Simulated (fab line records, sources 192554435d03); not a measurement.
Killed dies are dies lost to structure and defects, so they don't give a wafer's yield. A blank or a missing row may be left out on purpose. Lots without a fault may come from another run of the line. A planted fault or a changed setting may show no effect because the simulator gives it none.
Which tool did it? | flow n5_finfet | 24 lots, 72 wafers sampled, at 3 steps of a route of 1938

WHAT THE GAUGES READ, wafer by wafer
N5_BEOL_M1_CD_MEAS_11: target cd 17.05 nm.
lot  | measured     | on        | cd_nm (nm)
L074 | day 6 00:02  | cd_sem-03 | 17.12 16.99 17.24
L075 | day 6 07:34  | cd_sem-02 | 16.69 16.96 16.99
L076 | day 6 11:50  | cd_sem-02 | 16.97 16.78 16.92
L077 | day 6 20:58  | cd_sem-03 | 16.75 17.12 16.99
L078 | day 7 07:44  | cd_sem-01 | 17.20 17.33 16.94
L079 | day 7 10:12  | cd_sem-01 | 17.32 17.22 16.96
L080 | day 7 15:42  | cd_sem-03 | 17.58 17.13 16.91
L081 | day 7 23:10  | cd_sem-03 | 16.84 17.36 17.34
L082 | day 8 07:28  | cd_sem-03 | 17.25 17.25 17.07
L083 | day 8 11:26  | cd_sem-01 | 16.69 17.29 16.96
L084 | day 8 20:33  | cd_sem-03 | 17.20 17.13 17.08
L085 | day 8 23:04  | cd_sem-01 | 16.79 16.98 17.03
L086 | day 9 08:37  | cd_sem-03 | 16.92 16.98 16.98
L087 | day 9 10:35  | cd_sem-02 | 17.21 17.12 16.88
L088 | day 9 22:18  | cd_sem-03 | 17.10 17.04 16.60
L089 | day 9 20:06  | cd_sem-01 | 17.07 16.67 17.36
L090 | day 10 04:20 | cd_sem-03 | 17.03 17.37 17.11
L091 | day 10 12:12 | cd_sem-03 | 17.10 17.40 16.87
L092 | day 10 20:58 | cd_sem-03 | 16.80 16.75 16.99
L093 | day 10 21:38 | cd_sem-01 | 17.31 17.18 17.02
L094 | day 11 00:01 | cd_sem-02 | 16.86 17.04 17.06
L095 | day 11 03:25 | cd_sem-03 | 17.27 17.28 17.16
L096 | day 11 21:13 | cd_sem-03 | 16.64 17.04 17.44
L097 | day 12 05:57 | cd_sem-02 | 16.70 16.82 16.88

WHICH TOOL RAN EACH LOT (tool, then ch and the chambers of the sampled wafers, then the start)
lot  | N5_BEOL_M0_DEGAS_112         | N5_BEOL_M0_ANNEAL_135
L074 | pvd_sputter-01, day 5 19:01  | pvd_sputter-01, day 5 20:09
L075 | pvd_sputter-03, day 6 03:20  | pvd_sputter-02, day 6 04:34
L076 | pvd_sputter-01, day 6 07:41  | pvd_sputter-01, day 6 10:08
L077 | pvd_sputter-03, day 6 15:31  | pvd_sputter-01, day 6 16:52
L078 | pvd_sputter-03, day 6 23:52  | pvd_sputter-02, day 7 00:41
L079 | pvd_sputter-03, day 7 04:59  | pvd_sputter-01, day 7 07:01
L080 | pvd_sputter-01, day 7 09:04  | pvd_sputter-01, day 7 09:53
L081 | pvd_sputter-01, day 7 16:47  | pvd_sputter-01, day 7 17:50
L082 | pvd_sputter-02, day 8 01:52  | pvd_sputter-02, day 8 02:50
L083 | pvd_sputter-01, day 8 04:19  | pvd_sputter-01, day 8 05:08
L084 | pvd_sputter-01, day 8 11:38  | pvd_sputter-02, day 8 12:29
L085 | pvd_sputter-01, day 8 16:48  | pvd_sputter-02, day 8 17:37
L086 | pvd_sputter-03, day 9 01:58  | pvd_sputter-02, day 9 03:34
L087 | pvd_sputter-01, day 9 03:50  | pvd_sputter-03, day 9 04:58
L088 | pvd_sputter-02, day 9 15:01  | pvd_sputter-02, day 9 16:32
L089 | pvd_sputter-01, day 9 15:01  | pvd_sputter-02, day 9 16:05
L090 | pvd_sputter-03, day 9 22:02  | pvd_sputter-01, day 9 22:51
L091 | pvd_sputter-03, day 10 03:56 | pvd_sputter-03, day 10 04:44
L092 | pvd_sputter-01, day 10 14:38 | pvd_sputter-02, day 10 15:50
L093 | pvd_sputter-01, day 10 14:43 | pvd_sputter-03, day 10 16:32
L094 | pvd_sputter-03, day 10 18:34 | pvd_sputter-03, day 10 19:51
L095 | pvd_sputter-03, day 11 00:22 | pvd_sputter-02, day 11 01:16
L096 | pvd_sputter-01, day 11 15:58 | pvd_sputter-03, day 11 17:20
L097 | pvd_sputter-02, day 12 02:25 | pvd_sputter-01, day 12 03:15
- N5_BEOL_M0_DEGAS_112: time 60 s.
- N5_BEOL_M0_ANNEAL_135: time 60 s.

WHAT THE TOOLS THEMSELVES READ (means of the sampled wafers that have a number; where no wafer has one, the mark that the record gives instead)
N5_BEOL_M0_DEGAS_112.
lot  | tool           | heater_power_w (W)
L074 | pvd_sputter-01 | 352
L075 | pvd_sputter-03 | 329
L076 | pvd_sputter-01 | 340
L077 | pvd_sputter-03 | 314
L078 | pvd_sputter-03 | 329
L079 | pvd_sputter-03 | 317
L080 | pvd_sputter-01 | 353
L081 | pvd_sputter-01 | 348
L082 | pvd_sputter-02 | 391
L083 | pvd_sputter-01 | 351
L084 | pvd_sputter-01 | 346
L085 | pvd_sputter-01 | 355
L086 | pvd_sputter-03 | 315
L087 | pvd_sputter-01 | 345
L088 | pvd_sputter-02 | 344
L089 | pvd_sputter-01 | 349
L090 | pvd_sputter-03 | 332
L091 | pvd_sputter-03 | 319
L092 | pvd_sputter-01 | 343
L093 | pvd_sputter-01 | 345
L094 | pvd_sputter-03 | 318
L095 | pvd_sputter-03 | 329
L096 | pvd_sputter-01 | 329
L097 | pvd_sputter-02 | 372

N5_BEOL_M0_ANNEAL_135.
lot  | tool           | heater_power_w (W) | susceptor_temp_C_max
L074 | pvd_sputter-01 | 895                | 400.7
L075 | pvd_sputter-02 | 987                | 400.8
L076 | pvd_sputter-01 | 876                | 400.8
L077 | pvd_sputter-01 | 877                | 400.7
L078 | pvd_sputter-02 | 953                | 401.0
L079 | pvd_sputter-01 | 905                | 401.0
L080 | pvd_sputter-01 | 855                | 400.5
L081 | pvd_sputter-01 | 865                | 400.8
L082 | pvd_sputter-02 | 909                | 400.7
L083 | pvd_sputter-01 | 902                | 400.7
L084 | pvd_sputter-02 | 938                | 400.9
L085 | pvd_sputter-02 | 899                | 401.0
L086 | pvd_sputter-02 | 832                | 401.0
L087 | pvd_sputter-03 | 758                | 401.2
L088 | pvd_sputter-02 | 907                | 401.0
L089 | pvd_sputter-02 | 902                | 400.9
L090 | pvd_sputter-01 | 880                | 400.5
L091 | pvd_sputter-03 | 780                | 400.8
L092 | pvd_sputter-02 | 855                | 401.0
L093 | pvd_sputter-03 | 770                | 400.9
L094 | pvd_sputter-03 | 789                | 401.0
L095 | pvd_sputter-02 | 846                | 400.8
L096 | pvd_sputter-03 | 748                | 401.0
L097 | pvd_sputter-01 | 853                | 400.7

THE ANSWER, worked out from the rows above alone
Rule: what is usual is taken from the lots themselves. Put in order of their means at a reading, lots are off if they are a third of the lots or fewer, leave a main group of 4 or more, and stand apart from it by a gap of 3 or more times the standard deviation of the main group's means; of several such gaps the widest counts. A main group whose means are all the same, to the digits that the tables above print for the reading, isn't used. A lot without any number at a reading at which 4 lots or more have one is off too. The other lots that the step has rows for count as sound. The gauges are gone through in route order, then the tools' own readings, and for those a lot's mean is taken as printed above. The first step at which some lot is off is used, and at that step the reading that is off furthest; a lot without a number counts as furthest.
No lot is off at any reading shown: from this, nothing can be told.

WHAT THE SIMULATOR HAD PUT IN
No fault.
